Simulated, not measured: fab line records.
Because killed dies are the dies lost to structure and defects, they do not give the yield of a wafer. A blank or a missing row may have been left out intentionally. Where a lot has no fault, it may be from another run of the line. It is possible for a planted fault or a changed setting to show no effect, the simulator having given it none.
Which of the tools did it? -- flow n5Finfet -- 7 lots with 21 wafers sampled at 2 steps, on a route of 1938 steps

== WHAT THE GAUGES READ, wafer by wafer ==
N5_BEOL_M9_CD_MEAS_11: the cd target is 64.1 nm.
lot,measured,on,cdNm (nm)
L836,day 11 10:14,cdSem-02,63.7 63.7 63.6
L838,day 12 06:59,cdSem-01,64.9 64.9 64.7
L839,day 12 10:50,cdSem-01,64.2 64.2 65.0
L844,day 13 20:31,cdSem-02,64.2 64.4 64.5
L845,day 14 02:52,cdSem-01,63.6 64.3 63.9
L852,day 15 08:41,cdSem-02,64.4 64.2 64.8
L855,day 16 19:46,cdSem-01,64.2 64.3 63.8

== WHICH TOOL RAN EACH LOT (tool, then ch and the chambers of the sampled wafers, then the start) ==
lot,N5_BEOL_M9_PECVD_70
L836,"pecvd-02 ch 1,2, day 11 07:46"
L838,"pecvd-02 ch 0,1,2, day 12 06:26"
L839,"pecvd-03 ch 0,1,2, day 12 07:25"
L844,"pecvd-04 ch 0,1,2, day 13 17:50"
L845,"pecvd-04 ch 0,2, day 14 00:18"
L852,"pecvd-04 ch 0,1, day 15 07:41"
L855,"pecvd-03 ch 1,2, day 16 17:47"
- N5_BEOL_M9_PECVD_70: deposits SiO2 from TEOS/O2, target thk 20 nm, time 22.7 s.

== THE ANSWER, worked out from the rows above alone ==
Rule: what is usual is taken from the lots themselves. The widest of any qualifying gaps counts: lots, ordered by their means at a reading, are off when they make up no more than a third of the lots, leave a main group of 4 or more, and stand apart from it by 3 or more times the standard deviation of that group's means. A main group is skipped when, at the precision printed for the reading in the tables above, its means are all equal. A lot without any number at a reading at which 4 lots or more have one is off too. Where the step has rows for the other lots, those lots are counted as sound.
Nothing can be told from this: no lot is off at any reading shown.

== WHAT THE SIMULATOR HAD INSERTED ==
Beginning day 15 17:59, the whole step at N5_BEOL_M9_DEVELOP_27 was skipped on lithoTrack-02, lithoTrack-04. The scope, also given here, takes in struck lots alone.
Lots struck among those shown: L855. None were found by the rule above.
